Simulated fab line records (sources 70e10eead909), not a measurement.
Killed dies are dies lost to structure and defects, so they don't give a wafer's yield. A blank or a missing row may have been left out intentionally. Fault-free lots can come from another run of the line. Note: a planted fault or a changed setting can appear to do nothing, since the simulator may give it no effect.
Matching of chambers | flow nand-harc | NHARC_A_BLC_ALD_23 on ald-metal-04 has 4 sister chambers
The step deposits TiN, target thk 3 nm, pulse time 1 s, ald cycles 150. 4 wafers are shown with their chamber, then 8 later ones without.

== WAFERS WITH THEIR CHAMBER ==
wafer  | chamber | heater-power-w (W)
L082.1 | 3       | 979
L085.5 | 0       | 1166
L085.6 | 1       | 1071
L086.1 | 2       | 987

== WAFERS WHOSE CHAMBER IS MISSING ==
wafer  | heater-power-w (W)
L086.3 | 1074
L086.4 | 947
L094.1 | 993
L094.2 | 1087
L094.4 | 972
L096.1 | 1146
L096.2 | 996
L096.6 | 1170

== CHAMBER TAKEN BY EACH ==
wafer  | from the rows above     | in truth
L086.3 | 1                       | 1
L086.4 | can't be placed: 3 or 2 | 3
L094.1 | can't be placed: 2 or 3 | 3
L094.2 | 1                       | 1
L094.4 | can't be placed: 3 or 2 | 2
L096.1 | 0                       | 0
L096.2 | can't be placed: 2 or 3 | 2
L096.6 | 0                       | 0
4 of 8 placed correctly. These rows do not allow placing 4 (true chamber among the candidates in 4). Number placed wrongly: 0.
How it was worked out, from the rows above alone: a wafer's distance from a chamber is the root of the sum, over the readings, of the square of ((its reading less the chamber's mean) divided by the reading's scatter). The wafer belongs to the nearest chamber; if the next one is less than 2 further off, it can't be placed. Each chamber's mean is taken over the wafers shown for it. The scatter: root of mean squared gap, hidden wafer to nearest shown wafer, with one shown wafer a chamber.
